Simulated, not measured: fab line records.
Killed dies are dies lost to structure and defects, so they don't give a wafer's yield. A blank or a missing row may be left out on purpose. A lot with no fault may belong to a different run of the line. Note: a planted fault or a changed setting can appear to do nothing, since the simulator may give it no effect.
Which tool did it? -- flow nand_harc -- 6 lots, 18 wafers sampled, at 5 steps of a route of 1302

== WHAT EACH GAUGE READ, for each wafer ==
NHARC_END_SORT_01.
lot,measured,on,killed_at_array
L602,day 29 12:08,prober-01,466 80 77

== WHAT TOOL EACH LOT RAN ON (gives the tool, then ch and the chambers of the sampled wafers, and finally the start) ==
lot,NHARC_A_STAIRCASE_STRIP_171,NHARC_A_STAIRCASE_TRIM_14,NHARC_A_STAIRCASE_ETCH_15,NHARC_A_STAIRCASE_TRIM_24
L593,"plasma_asher-01 ch 0,1, day 16 08:38","rie_diel-07 ch 0,2,3, day 16 11:55 or earlier","rie_diel-07 ch 1,2,3, day 16 11:55 or earlier","rie_diel-07 ch 0,1,3, day 16 11:55"
L594,"plasma_asher-01 ch 1, day 17 00:11","rie_diel-07 ch 1,3, day 17 03:29 or earlier","rie_diel-07 ch 1,2, day 17 03:29 or earlier","rie_diel-07 ch 1,2,3, day 17 03:29"
L602,"plasma_asher-02 ch 0,1, day 20 05:57","rie_diel-12 ch 0,1, day 20 09:24 or earlier","rie_diel-12 ch 2,3, day 20 09:24 or earlier","rie_diel-07 ch 0,2,3, day 20 09:24"
L608,"plasma_asher-02 ch 0,1, day 23 00:10","rie_diel-12 ch 0,1, day 23 03:43 or earlier","rie_diel-12 ch 1,2,3, day 23 03:43 or earlier","rie_diel-12 ch 0,1,3, day 23 03:43"
L613,"plasma_asher-02 ch 0,1, day 24 18:22","rie_diel-12 ch 0,1,3, day 24 21:47 or earlier","rie_diel-12 ch 0,1,2, day 24 21:47 or earlier","rie_diel-07 ch 0,1,2, day 24 21:47"
L614,"plasma_asher-01 ch 0,1, day 25 22:01","rie_diel-12 ch 0,3, day 26 01:07 or earlier","rie_diel-12 ch 1,3, day 26 01:07 or earlier","rie_diel-12 ch 0,3, day 26 01:07"
- NHARC_A_STAIRCASE_STRIP_171: strips in O2.
- NHARC_A_STAIRCASE_TRIM_14: chemistry O2, time 211.2 s.
- NHARC_A_STAIRCASE_ETCH_15: etches the open film in C4F8/O2, target depth 100 nm, time 40.5 s.
- NHARC_A_STAIRCASE_TRIM_24: chemistry O2, time 211.2 s.

== THE ANSWER, worked out from the rows above alone ==
Rule: the lots themselves supply what counts as usual. The widest of any qualifying gaps counts: lots, ordered by their means at a reading, are off when they make up no more than a third of the lots, leave a main group of 4 or more, and stand apart from it by 3 or more times the standard deviation of that group's means. Not used: any main group whose means are identical at the precision the tables above print for the reading. Also off: a lot with no number at a reading for which 4 or more lots have one. Where the step has rows for the other lots, those lots are counted as sound.
Nothing can be told from this: no lot is off at any reading shown.

== WHAT HAD BEEN PUT IN BY THE SIMULATOR ==
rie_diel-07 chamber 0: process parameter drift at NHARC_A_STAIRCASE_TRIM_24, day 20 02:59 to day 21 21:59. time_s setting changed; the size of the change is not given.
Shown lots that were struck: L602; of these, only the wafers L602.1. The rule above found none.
